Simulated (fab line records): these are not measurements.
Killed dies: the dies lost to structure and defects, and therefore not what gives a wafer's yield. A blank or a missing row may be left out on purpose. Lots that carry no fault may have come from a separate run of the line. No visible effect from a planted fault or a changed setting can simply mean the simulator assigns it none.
A lot that was struck, set against a sound lot	flow n5-finfet	38 out of 1938 route steps
Sound: these wafers, L881.3, L881.4, L881.5. Struck: wafer L897.4. (L897.1, L897.6 of the same lot were not struck and are left out.) The cause comes at the end.
For every step that has rows: the tool of each side, followed by ch and its chambers, followed by its first start. Under that, the readings that differ: sound wafers	struck wafers	difference of the means	sigmas: that difference in standard deviations of wafers without a fault.
alike: same words and numbers on both sides, and readings whose means sit less than 2 such deviations apart. not compared: any withheld reading, any reading some wafer has no value for, any bound like >300 that may hide the same value, and any number with overlapping values for which the record gives no deviation.
The two part at a step that has a row with sigmas, a row that says differs or no value, or rows on one side only. Numbers that have no deviation but don't overlap get no sigmas and don't part them. Lack of a reading on every wafer of one side parts them only where that side has two or more wafers.

first, 9 steps without rows for these wafers: N5_BEOL_M4_ANNEAL_95 (time 240 s); N5_BEOL_M4_SPUTTER_96 (material Cu, target thk 4.5 nm, time 8.29 s); N5_BEOL_M4_ECD_50 (material Cu, target thk 300 nm); N5_BEOL_M4_ANNEAL_51 (time 90 s); N5_BEOL_M4_CMP_52 (polishes, stops on SiOC, t overpolish 6.8 s, target thk 40 nm); N5_BEOL_M4_PRE_CLEAN_60 (time 15 s); N5_BEOL_M4_CO_CAP_55 (material Co, precursor CCTBA/H2, target thk 2 nm, time 102.1 s); N5_BEOL_M4_PRE_CLEAN_56 (time 15 s); N5_BEOL_M4_DEP_57 (deposits SiCN from 3MS/NH3, target thk 8 nm, time 14 s).
N5_BEOL_M4_RC_MEAS_101:
  sound on prober-01 ch 0, day 9 05:26; struck on prober-01 ch 0, day 12 12:34
  alike: DIBL_N, DIBL_P, IOFF_N, IOFF_P, ION_N, ION_P, SS_N, SS_P, VT_N, VT_P
then, 24 steps without rows for these wafers: N5_BEOL_M5_ILD_DEP_00 (deposits SiCOH lowk from DEMS/porogen, target thk 140.64 nm, time 25.9 s); N5_BEOL_M5_CURE_79 (cures SiCOH lowk, time 240 s); N5_BEOL_M5_PECVD_70 (deposits SiO2 from TEOS/O2, target thk 16 nm, time 18 s); N5_BEOL_M5_HM_DEP_02 (deposits TiN, target thk 20 nm); N5_BEOL_M5_COAT_59 (time 60 s, resist thk 60 nm); N5_BEOL_M5_COAT_60 (time 60 s, resist thk 12 nm); N5_BEOL_M5_COAT_71 (time 60 s, resist thk 5 nm); N5_BEOL_M5_COAT_05 (resist thk 30 nm); N5_BEOL_M5_EBR_07; N5_BEOL_M5_SOFTBAKE_06 (time 60 s); N5_BEOL_M5_EXPOSE_08 (exposes mask M5, target cd 28 nm); N5_BEOL_M5_PEB_09 (peb time 60 s); N5_BEOL_M5_DEVELOP_10 (develop time 30 s); N5_BEOL_M5_DESCUM_16 (chemistry O2, time 7 s); N5_BEOL_M5_ETCH_72 (etches underlayer in N2/H2, target depth 6.5 nm, time 5.2 s); N5_BEOL_M5_ETCH_61 (etches SiARC in CF4, target depth 15.6 nm, time 26 s); N5_BEOL_M5_ETCH_62 (etches SOC in N2/H2, target depth 75 nm, overetch 15 nm, time 112.5 s); N5_BEOL_M5_STRIP_63 (strips in N2/H2); N5_BEOL_M5_STRIP_73 (strips in N2/H2); N5_BEOL_M5_STRIP_64 (strips in CF4); N5_BEOL_M5_HM_OPEN_17 (chemistry Cl2/BCl3, target TiN, target depth 20 nm, overetch 6 nm); N5_BEOL_M5_STRIP_19 (strips in O2); N5_BEOL_M5_COAT_65 (time 60 s, resist thk 60 nm); N5_BEOL_M5_COAT_66 (time 60 s, resist thk 12 nm).
-- the record jumps here: 3 days lie between the struck wafers' starts before and after (it left off in module BEOL_M5 and takes up again in module BEOL_M13, whose first step shown is number 1710 of the route) --
N5_BEOL_M13_CMP_49: polishes, stops on SiOC, t overpolish 17.1 s, target thk 420 nm.
  sound on cmp-03 ch 0,1, day 11 23:02; struck on cmp-03 ch 0, day 15 13:13
reading	sound	struck	difference	sigmas
barrier-field-endpoint-s (s)	32.0 30.1 32.4	60.4	+28.9	+26
overpolish-run-s (s)	17.077 17.094 17.107	1.274	-15.819	-99 or more
  alike: clearing-platen-down-force-psi, motor-current-A
N5_BEOL_M13_THK_MEAS_50: measures by xrf.
  struck on film-metro-01, day 15 13:30; sound on film-metro-01, day 11 23:20
reading	sound	struck	difference	sigmas
M13_THK (nm)	416 416 433	807	+385	+39
N5_BEOL_M13_INSPECT_55: inspects for defects (darkfield).
  struck on defect-inspect-01, day 15 13:40; sound on defect-inspect-02, day 11 23:31
reading	sound	struck	difference	sigmas
raw-defect-count	81 49 61	3141	+3077	+99 or more
N5_PASSIVATION_PROBE_49:
  struck on prober-02, day 16 19:29; sound on prober-01, day 13 04:13
reading	sound	struck	difference	sigmas
defect-limited-yield (%)	92.9 92.5 93.2	0	-93	-62
killed_at_M4_up	13 14 20	1088	+1072	+99 or more
killed-dies	84 88 80	1180	+1096	+61
killed-on-rim	13 11 7	152	+142	+33
sort-n-pass	1096 1092 1100	0	-1096	-61
sort-yield-pct (%)	92.9 92.5 93.2	0	-93	-62
  alike: killed_at_M0_to_M3, killed-at-contacts, killed-at-front-end, killed-at-other, killed-open, killed-short, sort_bin_5_function, sort_bin_6_memory

## WHERE THEY PART
Earliest at N5_BEOL_M13_CMP_49; latest, in this record, at N5_PASSIVATION_PROBE_49.

WHY: the cause the simulator had injected
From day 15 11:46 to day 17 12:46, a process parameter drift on cmp-03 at N5_BEOL_M13_CMP_49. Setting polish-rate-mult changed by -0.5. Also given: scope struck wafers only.
